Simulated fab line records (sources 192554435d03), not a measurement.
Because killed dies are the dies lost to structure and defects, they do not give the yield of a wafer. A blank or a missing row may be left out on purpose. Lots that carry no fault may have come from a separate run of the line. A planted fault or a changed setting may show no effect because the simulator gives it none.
Struck lot and sound lot, side by side ; flow n5_finfet ; 15 steps out of a route of 1938
Sound: the wafers L829.2, L829.4, L829.5. Wafers L840.3, L840.5, L840.6 were the ones struck. The cause is named last.
Per side, at each step with rows, come the tool, then ch with its chambers, and then its first start. Under that, the readings that differ: sound wafers ; struck wafers ; difference of the means ; sigmas: that difference in standard deviations of wafers without a fault.
alike: readings whose means differ by less than 2 such deviations, and words and numbers that are the same on both sides. not compared: withheld readings, readings that some wafer has no value for, bounds like >300 that may hide the same value, and numbers for which the record gives no deviation and whose values overlap.
A row with sigmas, a row that says differs or no value, or rows on one side alone: a step with any of these is where the two part. Numbers that don't overlap but have no deviation are shown without sigmas and don't part them. A reading missing from all wafers of one side parts the sides only when that side holds two or more wafers.

N5_BEOL_M8_CD_MEAS_35: the cd target is 40 nm.
  sound on cd_sem-03, day 11 20:19; struck on cd_sem-01, day 15 02:16
  alike: cd_nm
N5_BEOL_M8_CURE_75: cures SiCOH lowk, time 120 s.
  sound on uv_cure-01 ch 1, day 11 20:40; struck on uv_cure-01 ch 0, day 15 02:24
  alike: lamp_power_pct, wafer_temp_C_max
then, 2 steps without rows for these wafers: N5_BEOL_M8_DEGAS_44 (time 60 s); N5_BEOL_M8_PRE_CLEAN_45 (time 30 s).
N5_BEOL_M8_ALD_77: deposits TaN, target thk 2 nm, pulse time 2 s, purge time 3 s.
  sound on ald_metal-03 ch 0,1,2, day 11 21:17; struck on ald_metal-03 ch 0,3, day 15 03:59
  alike: heater_power_w
then, 2 steps without rows for these wafers: N5_BEOL_M8_SURFACE_TREAT_79; N5_BEOL_M8_CVD_78 (deposits Co from CCTBA/H2, target thk 2 nm, time 142.3 s).
N5_BEOL_M8_SPUTTER_48: material Cu, target thk 10 nm, time 1.667 s.
  sound on pvd_sputter-03, day 11 23:33; struck on pvd_sputter-02, day 15 04:30
  alike: bias_v, throttle_valve_pct
then, 2 steps without rows for these wafers: N5_BEOL_M8_ECD_50 (material Cu, target thk 300 nm); N5_BEOL_M8_ANNEAL_51 (time 90 s).
N5_BEOL_M8_CMP_52: polishes, stops on SiCOH lowk, t overpolish 6.9 s, target thk 80 nm.
  sound on cmp-04 ch 1,2, day 12 00:06; struck on cmp-03 ch 0,1,2, day 15 05:10
  alike: barrier_field_endpoint_s, motor_current_A, overpolish_run_s, time_to_endpoint_s
N5_BEOL_M8_THK_MEAS_53: measures by xrf.
  sound on film_metro-01, day 12 00:23; struck on film_metro-01, day 15 05:23
  alike: M8_THK
N5_BEOL_M8_PRE_CLEAN_55: time 15 s.
  sound on pecvd-03 ch 0,1, day 12 00:26; struck on pecvd-02 ch 0,1, day 15 05:25
reading;sound;struck;difference;sigmas
rf_fwd_power_W (W);295.0 295.2 291.7;273.8 273.3 278.4;-18.8;-11
N5_BEOL_M8_DEP_56: deposits SiCN from 3MS/NH3, target thk 10 nm, time 17.5 s.
  sound on pecvd-03 ch 0,1, day 12 00:27; struck on pecvd-02 ch 0,1, day 15 05:26
  alike: showerhead_plenum_p_Torr, throttle_valve_pct
-- record jumps: 3 days separate the struck wafers' starts on either side; left off in module BEOL_M8, taken up again in module PASSIVATION, whose first shown step is the route's number 1936 --
N5_PASSIVATION_PROBE_49:
  sound on prober-02, day 15 06:16; struck on prober-01, day 18 01:14
  alike: defect_limited_yield, killed_at_M0_to_M3, killed_at_M4_up, killed_at_contacts, killed_at_front_end, killed_at_other, killed_dies, killed_open, killed_short, sort_bin_5_function, sort_bin_6_memory, sort_bin_8_speed, sort_n_pass, sort_yield_pct

## WHERE THEY PART
N5_BEOL_M8_PRE_CLEAN_55 only, going by this record. Later steps at which nothing parts them and some readings are alike: N5_BEOL_M8_DEP_56, N5_PASSIVATION_PROBE_49.

WHY: the cause the simulator had injected
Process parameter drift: pecvd-02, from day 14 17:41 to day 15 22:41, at N5_BEOL_M8_PRE_CLEAN_55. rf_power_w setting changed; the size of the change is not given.
